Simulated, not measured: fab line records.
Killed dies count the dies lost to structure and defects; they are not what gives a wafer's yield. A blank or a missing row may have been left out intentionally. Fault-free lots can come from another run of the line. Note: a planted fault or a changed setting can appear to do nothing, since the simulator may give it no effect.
Matching of chambers | flow nand_harc | NHARC_P_BONDPAD_CMP_19 on cmp-04 has 4 sister chambers
The step polishes, t overpolish 30 s, cu recess touch 16 s, target thk 160.81 nm. 8 wafers are shown with their chamber, then 12 later ones without.

== EACH WAFER AND ITS CHAMBER ==
wafer  | chamber | motor_current_A (A) | overpolish_run_s (s)
L084.5 | 1       | 12.4                | 30.012
L084.2 | 0       | 11.7                | 29.989
L085.3 | 0       | 11.0                | 30.003
L085.4 | 2       | 13.7                | 30.006
L085.5 | 3       | 13.4                | 30.006
L088.1 | 1       | 12.6                | 29.978
L088.3 | 3       | 12.9                | 30.005
L088.6 | 2       | 14.6                | 30.010

== WAFERS WITHOUT THEIR CHAMBER ==
wafer  | motor_current_A (A) | overpolish_run_s (s)
L090.1 | 11.0                | 30.016
L090.4 | 14.2                | 29.997
L090.5 | 11.6                | 29.996
L090.2 | 13.0                | 30.003
L090.3 | 13.4                | 29.999
L090.6 | 12.2                | 30.018
L094.1 | 11.3                | 29.999
L094.2 | 12.9                | 30.000
L094.5 | 12.8                | 29.998
L095.2 | 11.2                | 30.006
L095.4 | 14.5                | 29.997
L095.5 | 14.4                | 29.988

== THE CHAMBER EACH PASSED THROUGH ==
wafer  | from the rows above          | in truth
L090.1 | 0                            | 0
L090.4 | can't be placed: 2 or 3      | 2
L090.5 | can't be placed: 0 or 1      | 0
L090.2 | can't be placed: 3 or 1      | 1
L090.3 | can't be placed: 3 or 2 or 1 | 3
L090.6 | can't be placed: 1 or 3 or 0 | 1
L094.1 | 0                            | 0
L094.2 | can't be placed: 3 or 1      | 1
L094.5 | can't be placed: 1 or 3      | 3
L095.2 | 0                            | 0
L095.4 | can't be placed: 2 or 3      | 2
L095.5 | can't be placed: 2 or 3      | 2
Correctly placed: 3 of 12. Unplaceable from these rows: 9, with the true chamber sitting among the candidates in 9. Placed wrongly: 0.
How it was worked out, from the rows above alone: a wafer's distance from a chamber is the root of the sum, over the readings, of the square of ((its reading less the chamber's mean) divided by the reading's scatter). The wafer belongs to the nearest chamber; if the next one is less than 2 further off, it can't be placed. For every chamber, the mean is computed from those of its wafers that are shown. The scatter: the root of (the sum of the squares of (reading less its chamber's mean) over the shown wafers, divided by (wafers less chambers)).
